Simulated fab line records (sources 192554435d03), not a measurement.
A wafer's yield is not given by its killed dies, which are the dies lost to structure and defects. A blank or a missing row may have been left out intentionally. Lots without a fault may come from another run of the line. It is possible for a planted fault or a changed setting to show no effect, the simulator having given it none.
Which tool is to blame?	flow n5-finfet	63 wafers from 21 lots sampled at 6 of the route's 1938 steps

WHAT THE GAUGES READ, wafer by wafer
Not one reading of a measure or inspect step in the record can be checked against a usual standard deviation.

EACH LOT AND THE TOOL THAT RAN IT (in order: tool; ch and the chambers of the sampled wafers; start)
lot	N5_FIN_SAQP_STRIP_70	N5_FIN_SAQP_HM_CD_35	N5_FIN_CUT_ETCH_20	N5_FIN_CUT_PRECLEAN_35	N5_STI_FIN_REVEAL_STRIP_24	N5_STI_FIN_REVEAL_ETCH_34
L074	rie-diel-05 ch 0,1, day 2 01:19	cd-sem-02, day 2 02:21	rie-diel-03 ch 0,1,3, day 2 03:18	vapor-etch-02 ch 0,1, day 2 03:48	rie-diel-01 ch 1,2,3, day 2 10:10	rie-si-03 ch 0,1, day 2 12:28
L075	rie-diel-05 ch 0,1,3, day 2 07:41	cd-sem-02, day 2 08:59	rie-diel-02 ch 0,1,2, day 2 09:54	vapor-etch-02 ch 0,1, day 2 10:24	rie-diel-01 ch 0,2, day 2 16:41	rie-si-03 ch 1,2, day 2 19:01
L076	rie-diel-05 ch 0,1, day 2 13:50	cd-sem-03, day 2 14:50	rie-diel-02 ch 0,1, day 2 15:40	vapor-etch-02 ch 0,1, day 2 16:11	rie-diel-05 ch 1,2, day 2 22:13	rie-si-05 ch 0,3, day 3 00:32
L077	rie-diel-01 ch 1,3, day 2 18:45	cd-sem-02, day 2 20:01	rie-diel-04 ch 0,3, day 2 20:49	vapor-etch-02 ch 1, day 2 21:19	rie-diel-01 ch 0,3, day 3 03:27	rie-si-03 ch 1,3, day 3 05:45
L078	rie-diel-06 ch 0,1,2, day 3 01:08	cd-sem-01, day 3 02:52	rie-diel-04 ch 0,1,3, day 3 03:47	vapor-etch-02 ch 0,1, day 3 04:17	rie-diel-01 ch 1,3, day 3 10:25	rie-si-05 ch 0,3, day 3 12:43
L079	rie-diel-05 ch 0,2, day 3 06:41	cd-sem-03, day 3 07:52	rie-diel-03 ch 0,1,2, day 3 08:40	vapor-etch-01 ch 1, day 3 09:09	rie-diel-05 ch 1,2, day 3 15:41	rie-si-03 ch 0,2,3, day 3 18:00
L080	rie-diel-01 ch 0,3, day 3 12:35	cd-sem-03, day 3 14:49	rie-diel-03 ch 2,3, day 3 15:54	vapor-etch-02 ch 0,1, day 3 16:26	rie-diel-06 ch 0,1,3, day 3 22:31	rie-si-02 ch 0,1,2, day 4 00:49
L081	rie-diel-01 ch 0,2,3, day 3 19:58	cd-sem-02, day 3 21:08	rie-diel-02 ch 2,3, day 3 22:04	vapor-etch-01 ch 0,1, day 3 22:34	rie-diel-01 ch 1,3, day 4 04:40	rie-si-02 ch 1,3, day 4 06:58
L082	rie-diel-06 ch 2,3, day 4 01:41	cd-sem-01, day 4 02:41	rie-diel-04 ch 0,3, day 4 04:01	vapor-etch-02 ch 0,1, day 4 04:31	rie-diel-01 ch 2,3, day 4 10:50	rie-si-03 ch 0,1,2, day 4 13:09
L083	rie-diel-05 ch 1,2,3, day 4 07:28	cd-sem-01, day 4 08:35	rie-diel-03 ch 0,2,3, day 4 09:23	vapor-etch-02 ch 1, day 4 09:53	rie-diel-01 ch 0,1,3, day 4 15:58	rie-si-03 ch 0,3, day 4 18:16
L084	rie-diel-01 ch 1,2,3, day 4 13:22	cd-sem-03, day 4 14:52	rie-diel-02 ch 1,2,3, day 4 15:48	vapor-etch-01 ch 0,1, day 4 16:17	rie-diel-06 ch 1,2, day 4 23:10	rie-si-05 ch 0,2, day 5 01:39
L085	rie-diel-01 ch 1,2,3, day 4 18:55	cd-sem-03, day 4 19:59	rie-diel-02 ch 0,1,2, day 4 21:26	vapor-etch-02 ch 0,1, day 4 21:57	rie-diel-01 ch 0,1, day 5 05:00	rie-si-02 ch 1,3, day 5 07:31
L087	rie-diel-06 ch 0,3, day 5 08:55	cd-sem-03, day 5 10:07	rie-diel-02 ch 0,1,2, day 5 11:07	vapor-etch-02 ch 0,1, day 5 11:37	rie-diel-06 ch 0,1, day 5 18:00	rie-si-02 ch 1,2,3, day 5 20:19
L088	rie-diel-01 ch 0,1,2, day 5 14:08	cd-sem-03, day 5 15:21	rie-diel-04 ch 0,2, day 5 16:16	vapor-etch-02 ch 0,1, day 5 16:46	rie-diel-05 ch 0,3, day 5 22:51	rie-si-02 ch 1,2,3, day 6 01:13
L089	rie-diel-06 ch 0,1,2, day 5 20:00	cd-sem-02, day 5 20:59	rie-diel-02 ch 0,2,3, day 5 21:49	vapor-etch-02 ch 0,1, day 5 22:18	rie-diel-01 ch 0,1,2, day 6 04:53	rie-si-02 ch 0,1,2, day 6 07:17
L090	rie-diel-06 ch 1,2,3, day 6 01:13	cd-sem-02, day 6 02:16	rie-diel-02 ch 0,1,2, day 6 03:11	vapor-etch-01 ch 0,1, day 6 03:41	rie-diel-06 ch 0,1,3, day 6 10:07	rie-si-05 ch 0,2,3, day 6 12:40
L091	rie-diel-05 ch 0,1,2, day 6 07:10	cd-sem-03, day 6 08:28	rie-diel-04 ch 0,2,3, day 6 09:23	vapor-etch-01 ch 0, day 6 09:58	rie-diel-01 ch 0,1,3, day 6 16:29	rie-si-03 ch 1,2, day 6 18:47
L093	rie-diel-05 ch 1,2,3, day 6 21:11	cd-sem-01, day 6 22:31	rie-diel-04 ch 0,1,3, day 6 23:19	vapor-etch-02 ch 0,1, day 6 23:48	rie-diel-06 ch 0,1,3, day 7 05:58	rie-si-02 ch 0,2,3, day 7 08:16
L094	rie-diel-06 ch 1,2,3, day 7 02:37	cd-sem-02, day 7 03:37	rie-diel-02 ch 0,1,3, day 7 04:25	vapor-etch-01 ch 0,1, day 7 05:02	rie-diel-01 ch 1,2, day 7 11:45	rie-si-02 ch 0,3, day 7 14:04
L095	rie-diel-05 ch 0,1, day 7 07:23	cd-sem-03, day 7 08:45	rie-diel-04 ch 1,2, day 7 09:32	vapor-etch-02 ch 0,1, day 7 10:03	rie-diel-05 ch 1,2,3, day 7 16:16	rie-si-03 ch 0,1,3, day 7 18:32
L097	rie-diel-01 ch 1,2, day 7 18:54	cd-sem-01, day 7 20:23	rie-diel-03 ch 0,2,3, day 7 21:11	vapor-etch-01 ch 0,1, day 7 21:41	rie-diel-01 ch 2,3, day 8 03:46	rie-si-03 ch 1,2, day 8 06:04
- N5_FIN_SAQP_STRIP_70: strips in N2/H2.
- N5_FIN_SAQP_HM_CD_35: target cd 8 nm.
- N5_FIN_CUT_ETCH_20: etches SiARC in CF4, target depth 26 nm, time 43.3 s.
- N5_FIN_CUT_PRECLEAN_35: cleans in vHF, time 13.3 s.
- N5_STI_FIN_REVEAL_STRIP_24: strips in N2/H2, time 90 s.
- N5_STI_FIN_REVEAL_ETCH_34: etches Si in H2, material Si, target depth 0.97 nm.

AS READ BY THE TOOLS THEMSELVES (means over the sampled wafers that have a number; for cases with no such wafer, the mark the record gives instead)
N5_FIN_SAQP_STRIP_70. Usual: chamber-pressure-mTorr 50.00 mTorr, standard deviation 0.049; drypump-motor-current-A 5.8 A, standard deviation 0.58; oes-product-au 0.76 a.u., standard deviation 0.069; rf-vpp-V 121.6 V, standard deviation 0.93; showerhead-plenum-p-Torr 3.33 Torr, standard deviation 0.094; throttle-valve-pct 18.96 %, standard deviation 0.25.
lot	tool	chamber-pressure-mTorr (mTorr)	drypump-motor-current-A (A)	oes-product-au (a.u.)	rf-vpp-V (V)	showerhead-plenum-p-Torr (Torr)	throttle-valve-pct (%)	flag
L074	rie-diel-05	50.00	5.5	0.80	121.6	3.44	19.08	
L075	rie-diel-05	50.00	6.0	0.81	122.1	3.35	19.10	
L076	rie-diel-05	49.97	5.8	0.87	122.4	3.38	19.12	
L077	rie-diel-01	49.99	5.4	0.74	121.4	3.40	18.79	
L078	rie-diel-06	49.99	5.8	0.79	121.6	3.34	18.83	
L079	rie-diel-05	50.01	5.4	0.75	122.3	3.46	18.94	
L080	rie-diel-01	50.03	6.1	0.70	121.0	3.29	19.18	
L081	rie-diel-01	49.98	6.3	0.74	121.9	3.34	18.96	
L082	rie-diel-06	50.00	5.0	0.84	121.0	3.28	18.90	
L083	rie-diel-05	50.03	6.1	0.81	121.3	3.30	19.01	
L084	rie-diel-01	49.99	6.0	0.75	121.7	3.40	18.77	
L085	rie-diel-01	50.00	6.0	0.75	122.3	3.40	18.78	
L087	rie-diel-06	49.98	5.3	0.78	121.0	3.26	18.97	
L088	rie-diel-01	49.98	6.1	0.75	121.9	3.30	19.06	
L089	rie-diel-06	49.99	5.8	0.77	122.2	3.33	18.86	
L090	rie-diel-06	50.01	5.3	0.78	121.1	3.34	18.98	
L091	rie-diel-05	50.00	5.6	0.79	121.3	3.38	19.01	
L093	rie-diel-05	49.95	6.1	0.79	121.0	3.29	19.03	
L094	rie-diel-06	50.00	5.3	0.77	121.7	3.33	18.99	
L095	rie-diel-05	49.97	5.8	0.79	119.9	3.35	19.19	
L097	rie-diel-01	50.01	5.8	0.74	121.9	3.35	18.89	

N5_FIN_SAQP_HM_CD_35. Usual: cd-nm reads 8.09 nm (standard deviation 0.23).
lot	tool	cd-nm (nm)	flag
L074	cd-sem-02	7.92	
L075	cd-sem-02	7.93	
L076	cd-sem-03	7.97	
L077	cd-sem-02	7.84	
L078	cd-sem-01	8.26	
L079	cd-sem-03	7.90	
L080	cd-sem-03	7.94	
L081	cd-sem-02	7.87	
L082	cd-sem-01	8.14	
L083	cd-sem-01	8.13	
L084	cd-sem-03	8.02	
L085	cd-sem-03	8.25	
L087	cd-sem-03	8.00	
L088	cd-sem-03	8.40	
L089	cd-sem-02	8.29	
L090	cd-sem-02	8.02	
L091	cd-sem-03	8.09	
L093	cd-sem-01	8.17	
L094	cd-sem-02	8.21	
L095	cd-sem-03	8.11	
L097	cd-sem-01	8.24	

N5_FIN_CUT_ETCH_20. Usual: bias-w 36.00 W, standard deviation 0.1; cf4-flow-sccm 100.03 sccm, standard deviation 0.29; chamber-pressure-mTorr 40.00 mTorr, standard deviation 0.035; drypump-motor-current-A 5.8 A, standard deviation 0.62; etch-rf-on-time-s 43.5 s, standard deviation 0.73; oes-product-au 0.65 a.u., standard deviation 0.06; rf-vpp-V 184.2 V, standard deviation 1.2; showerhead-plenum-p-Torr 2.15 Torr, standard deviation 0.07; throttle-valve-pct 15.6 %, standard deviation 0.35.
lot	tool	bias-w (W)	cf4-flow-sccm (sccm)	chamber-pressure-mTorr (mTorr)	drypump-motor-current-A (A)	etch-rf-on-time-s (s)	oes-product-au (a.u.)	rf-vpp-V (V)	showerhead-plenum-p-Torr (Torr)	throttle-valve-pct (%)	flag
L074	rie-diel-03	36.07	99.84	39.98	5.7	43.6	0.65	184.7	2.18	15.5	
L075	rie-diel-02	35.88	100.08	39.99	5.7	44.0	0.62	185.7	2.22	15.9	
L076	rie-diel-02	35.95	100.27	40.00	6.3	43.8	0.62	184.7	2.22	15.8	
L077	rie-diel-04	35.94	99.84	39.98	6.0	43.2	0.67	182.1	2.04	15.5	
L078	rie-diel-04	35.99	99.64	39.99	5.8	43.6	0.68	183.7	2.07	15.4	
L079	rie-diel-03	36.05	100.13	39.96	5.7	43.3	0.63	184.4	2.16	15.7	
L080	rie-diel-03	35.90	99.98	40.00	5.7	42.6	0.69	184.0	2.16	15.5	
L081	rie-diel-02	36.06	99.88	39.99	6.0	42.6	0.74	184.2	2.15	15.4	
L082	rie-diel-04	36.09	100.01	40.04	6.1	43.2	0.64	183.2	2.09	15.6	
L083	rie-diel-03	36.06	100.07	40.02	5.5	43.0	0.66	183.7	2.15	15.7	
L084	rie-diel-02	35.90	99.90	40.02	6.0	43.4	0.67	184.1	2.18	15.6	
L085	rie-diel-02	36.07	99.96	40.00	5.6	43.8	0.61	185.0	2.22	16.0	
L087	rie-diel-02	36.02	100.18	39.97	5.7	43.4	0.60	185.4	2.21	16.0	
L088	rie-diel-04	36.01	99.86	39.99	5.6	43.4	0.66	182.8	2.04	15.4	
L089	rie-diel-02	36.01	99.83	39.98	5.7	43.2	0.66	184.1	2.18	15.8	
L090	rie-diel-02	35.97	100.17	40.01	5.7	44.0	0.60	185.4	2.21	16.0	
L091	rie-diel-04	36.00	100.16	40.00	5.8	43.3	0.65	182.8	2.09	15.4	
L093	rie-diel-04	35.96	99.87	40.04	5.8	43.1	0.67	183.3	2.06	15.4	
L094	rie-diel-02	36.06	99.68	39.99	6.3	44.0	0.65	184.5	2.18	15.7	
L095	rie-diel-04	35.85	100.06	40.00	5.2	44.2	0.67	184.1	2.12	15.2	
L097	rie-diel-03	36.04	99.85	40.02	5.5	43.6	0.64	184.3	2.14	15.7	

N5_FIN_CUT_PRECLEAN_35. Usual: drypump-motor-current-A reads 5.5 A (standard deviation 0.41).
lot	tool	drypump-motor-current-A (A)	flag
L074	vapor-etch-02	5.3	
L075	vapor-etch-02	5.5	
L076	vapor-etch-02	5.3	
L077	vapor-etch-02	5.1	
L078	vapor-etch-02	5.3	
L079	vapor-etch-01	6.2	
L080	vapor-etch-02	5.3	
L081	vapor-etch-01	5.9	
L082	vapor-etch-02	5.5	
L083	vapor-etch-02	5.1	
L084	vapor-etch-01	5.9	
L085	vapor-etch-02	5.3	
L087	vapor-etch-02	5.5	
L088	vapor-etch-02	5.3	
L089	vapor-etch-02	5.5	
L090	vapor-etch-01	5.9	
L091	vapor-etch-01	5.2	
L093	vapor-etch-02	5.3	
L094	vapor-etch-01	5.5	
L095	vapor-etch-02	5.3	
L097	vapor-etch-01	5.9	

N5_STI_FIN_REVEAL_STRIP_24. Usual: chamber-pressure-mTorr 100.00 mTorr, standard deviation 0.085; drypump-motor-current-A 5.9 A, standard deviation 0.59; oes-product-au 0.75 a.u., standard deviation 0.061; rf-vpp-V 45.3 V, standard deviation 0.85; showerhead-plenum-p-Torr 3.35 Torr, standard deviation 0.093; throttle-valve-pct 12.26 %, standard deviation 0.15.
lot	tool	chamber-pressure-mTorr (mTorr)	drypump-motor-current-A (A)	oes-product-au (a.u.)	rf-vpp-V (V)	showerhead-plenum-p-Torr (Torr)	throttle-valve-pct (%)	flag
L074	rie-diel-01	100.00	6.0	0.76	44.9	3.42	12.21	
L075	rie-diel-01	99.93	6.4	0.74	45.6	3.29	12.26	
L076	rie-diel-05	99.99	5.7	0.87	44.5	3.37	12.06	
L077	rie-diel-01	99.99	6.0	0.71	45.3	3.39	12.29	
L078	rie-diel-01	100.05	5.5	0.75	45.8	3.41	12.31	
L079	rie-diel-05	100.00	5.8	0.88	45.3	3.35	12.11	
L080	rie-diel-06	99.93	5.7	0.75	46.2	3.35	12.27	
L081	rie-diel-01	99.90	5.5	0.74	45.3	3.41	12.32	
L082	rie-diel-01	100.13	6.2	0.74	46.1	3.45	12.24	
L083	rie-diel-01	99.99	5.8	0.72	44.6	3.35	12.34	
L084	rie-diel-06	99.96	5.5	0.81	45.1	3.37	12.02	
L085	rie-diel-01	100.00	5.9	0.71	45.1	3.26	12.40	
L087	rie-diel-06	100.04	6.2	0.73	45.5	3.33	12.34	
L088	rie-diel-05	100.05	6.2	0.72	45.2	3.31	12.39	
L089	rie-diel-01	100.04	6.1	0.74	45.4	3.32	12.32	
L090	rie-diel-06	99.86	5.7	0.73	45.7	3.34	12.32	
L091	rie-diel-01	100.05	5.8	0.71	44.9	3.35	12.38	
L093	rie-diel-06	99.97	5.7	0.74	44.2	3.34	12.33	
L094	rie-diel-01	99.98	5.8	0.75	45.7	3.37	12.34	
L095	rie-diel-05	100.00	6.1	0.78	44.8	3.30	12.27	
L097	rie-diel-01	100.02	6.5	0.73	45.2	3.40	12.27	

N5_STI_FIN_REVEAL_ETCH_34. Usual: chamber-pressure-mTorr 4.500 mTorr, standard deviation 0.0038; drypump-motor-current-A 5.7 A, standard deviation 0.34; oes-product-au 0.996 a.u., standard deviation 0.017; throttle-valve-pct 26.0 %, standard deviation 0.46.
lot	tool	chamber-pressure-mTorr (mTorr)	drypump-motor-current-A (A)	oes-product-au (a.u.)	throttle-valve-pct (%)	flag
L074	rie-si-03	4.499	6.1	0.991	26.4	
L075	rie-si-03	4.498	5.8	0.984	26.4	
L076	rie-si-05	4.501	5.4	1.017	25.6	
L077	rie-si-03	4.502	6.1	0.981	26.5	
L078	rie-si-05	4.500	5.3	1.019	25.6	
L079	rie-si-03	4.500	5.8	1.006	26.3	
L080	rie-si-02	4.498	5.7	0.980	25.7	
L081	rie-si-02	4.496	5.4	0.991	25.5	
L082	rie-si-03	4.498	5.8	1.007	26.3	
L083	rie-si-03	4.500	6.0	1.013	26.3	
L084	rie-si-05	4.501	5.4	0.974	25.2	
L085	rie-si-02	4.501	5.6	0.993	25.4	
L087	rie-si-02	4.497	5.5	0.986	25.5	
L088	rie-si-02	4.498	5.5	0.991	25.5	
L089	rie-si-02	4.501	5.7	0.997	25.7	
L090	rie-si-05	4.501	5.3	0.992	25.2	
L091	rie-si-03	4.499	5.6	1.001	26.3	
L093	rie-si-02	4.498	5.6	1.003	25.8	
L094	rie-si-02	4.501	5.6	0.997	25.8	
L095	rie-si-03	4.502	6.1	0.998	26.3	
L097	rie-si-03	4.501	5.6	0.999	26.3	

THE ANSWER, worked out from the rows above alone
Rule: a lot is off if the mean of its wafers that have a number lies more than 3 standard deviations from the usual mean. Also off: a lot with no number at a reading for which 4 or more lots have one. Where the step has rows for the other lots, those lots are counted as sound. Order of review: gauges by route order, followed by the tools' own readings, for which a lot's mean as printed above is used. At the first step where some lot is off, the reading lying furthest off is the one used; lots without a number count as furthest.
No lot is off on any of the readings shown, so nothing can be concluded from this.

WHAT THE SIMULATOR PUT IN
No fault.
